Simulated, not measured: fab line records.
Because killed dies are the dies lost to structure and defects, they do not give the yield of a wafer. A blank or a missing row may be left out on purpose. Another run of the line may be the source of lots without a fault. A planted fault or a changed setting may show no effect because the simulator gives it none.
One fault seen from 2 desks	flow nand_harc	only its own numbers are on each desk; what lay behind them is given at the end

## METROLOGY DESK
What the gauges read for every lot (on any tool): the sampled wafers with a number, averaged. Marked OUT: a lot whose mean sits more than 4 standard deviations from the usual mean, which makes it out of limits; the brackets give that distance.
Columns: A = overlay_x_nm at NHARC_A_M1_OVL_MEAS_10, usual 0.2 nm; B = overlay_y_nm at NHARC_A_M1_OVL_MEAS_10, usual -0.1 nm
lot	first seen here	A	B
L723	day 24 02:33	0.0	-0.6
L726	day 24 17:00	0.7	-0.4
L725	day 24 18:23	-0.8	0.1
L727	day 25 03:23	-1.5	1.3
L728	day 25 20:23	-1.2	-0.3
L730	day 26 09:35	0.4	-0.1
L731	day 26 13:52	0.3	-0.3
L734	day 27 22:17	0.9	0.1
L736	day 28 09:37	0.1	0.2
L737	day 28 18:52	-2.0	-1.0
L743	day 30 18:42	1.0	1.5
This desk found nothing out of limits on any of the 11 lots.

## DESK OF THE TOOL OWNER: rie_diel-07
The tool's own readings at NHARC_A_M1_ETCH_35 (etches the open film in N2/H2, target depth 40 nm, overetch 12 nm, time 43.94 s): means of the sampled wafers that have a number, for each lot that ran on this tool. Marked OUT: a lot whose mean sits more than 4 standard deviations from the usual mean, which makes it out of limits; the brackets give that distance.
Columns: A = bias_w at NHARC_A_M1_ETCH_35, usual 150.0 W; B = drypump_motor_current_A at NHARC_A_M1_ETCH_35, usual 5.6 A; C = oes_product_au at NHARC_A_M1_ETCH_35, usual 1.000 a.u.; D = rf_vpp_V at NHARC_A_M1_ETCH_35, usual 431.8 V; E = showerhead_plenum_p_Torr at NHARC_A_M1_ETCH_35, usual 2.09 Torr; F = throttle_valve_pct at NHARC_A_M1_ETCH_35, usual 14.171 %
lot	first seen here	A	B	C	D	E	F
L727	day 25 03:34	149.5	5.6	1.005	432.8	2.13	14.186
L736	day 28 09:49	150.2	5.6	0.999	431.0	2.09	14.163
L737	day 28 19:02	150.3	5.8	1.004	431.8	2.13	14.168
L743	day 30 18:53	149.9	5.4	0.889 (-16) OUT	431.6	2.10	14.172
This desk finds L743 out of limits, L743 being first, at day 30 18:53 (oes_product_au at NHARC_A_M1_ETCH_35). In limits: L727, L736, L737.

## ALL TOGETHER
At day 30 18:53, on L743, the tool owner's desk was in a position to raise an alarm.
At the metrology desk, nothing out of limits was observed.
The metrology desk has L743 on record, within its limits.
All the named lots went through NHARC_A_M1_ETCH_35 on rie_diel-07.

## WHAT THE SIMULATOR HAD PUT IN
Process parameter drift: rie_diel-07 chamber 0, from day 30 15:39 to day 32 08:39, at NHARC_A_M1_ETCH_35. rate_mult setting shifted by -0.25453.
Shown lots that were struck: L743.
Each desk's first reading out of limits, in hours after the fault started: the tool owner's desk, 3.
